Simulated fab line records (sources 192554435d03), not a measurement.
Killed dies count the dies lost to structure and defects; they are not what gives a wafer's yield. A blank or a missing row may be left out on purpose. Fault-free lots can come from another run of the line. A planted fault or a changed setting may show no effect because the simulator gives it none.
Chamber matching	flow n5_finfet	ald_metal-04 running N5_HKMG_FIN_ALD_21: 4 sister chambers
The step deposits TiN, target thk 1.5 nm, pulse time 1 s, purge time 3 s. 24 wafers are shown with their chamber, then 12 later ones without.

WAFERS, EACH WITH ITS CHAMBER
wafer	chamber	heater_power_w (W)	precursor_pulse_height_rel
L074.3	1	819	1.000
L074.5	3	813	0.993
L074.6	2	843	1.015
L077.2	1	803	0.970
L077.3	0	803	0.994
L077.4	2	821	0.979
L078.3	0	822	0.984
L078.4	2	838	0.987
L078.6	2	820	1.000
L081.2	2	827	1.011
L081.4	3	815	0.975
L081.6	0	830	0.983
L082.2	3	814	0.980
L082.3	1	794	1.001
L082.6	2	842	0.994
L083.1	1	800	0.977
L083.3	2	849	1.024
L083.6	0	794	0.987
L085.4	0	823	1.023
L085.5	2	832	0.993
L085.6	3	810	1.004
L086.2	1	775	1.031
L086.4	0	795	1.006
L086.6	3	818	1.032

SIGNATURES (means of the wafers above)
reading	chamber 0	chamber 1	chamber 2	chamber 3	scatter within a chamber
heater_power_w	811.17	798.20	834.00	814.00	12.4
precursor_pulse_height_rel	0.99617	0.99580	1.00038	0.99680	0.019
Rule: for a wafer and a chamber, the distance is found by dividing, reading by reading, the gap between the wafer's reading and the chamber's mean by the reading's scatter, squaring, summing and taking the root. The wafer belongs to the nearest chamber; if the next one is less than 2 further off, it can't be placed. The scatter: take each reading less its chamber's mean, square it, sum over the shown wafers, divide by the number of wafers less the number of chambers, and take the root.

WAFERS WITH NO CHAMBER GIVEN
wafer	heater_power_w (W)	precursor_pulse_height_rel
L090.2	802	0.990
L090.3	813	1.011
L090.5	822	1.049
L092.2	850	1.010
L092.4	810	0.987
L092.6	804	1.001
L093.1	818	1.017
L093.4	815	1.020
L093.6	801	0.989
L096.2	800	0.992
L096.3	864	1.015
L096.5	847	1.000

EACH ONE'S CHAMBER
wafer	from the rows above	in truth
L090.2	can't be placed: 1 or 0 or 3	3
L090.3	can't be placed: 3 or 0 or 1 or 2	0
L090.5	can't be placed: 2 or 3 or 0 or 1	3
L092.2	can't be placed: 2 or 3 or 0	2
L092.4	can't be placed: 0 or 3 or 1 or 2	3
L092.6	can't be placed: 1 or 0 or 3 or 2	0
L093.1	can't be placed: 3 or 0 or 2 or 1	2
L093.4	can't be placed: 3 or 0 or 2 or 1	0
L093.6	can't be placed: 1 or 0 or 3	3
L096.2	can't be placed: 1 or 0 or 3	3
L096.3	can't be placed: 2 or 3 or 0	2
L096.5	can't be placed: 2 or 3 or 0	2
0 of 12 placed correctly. These rows do not allow placing 12 (true chamber among the candidates in 12). Number placed wrongly: 0.
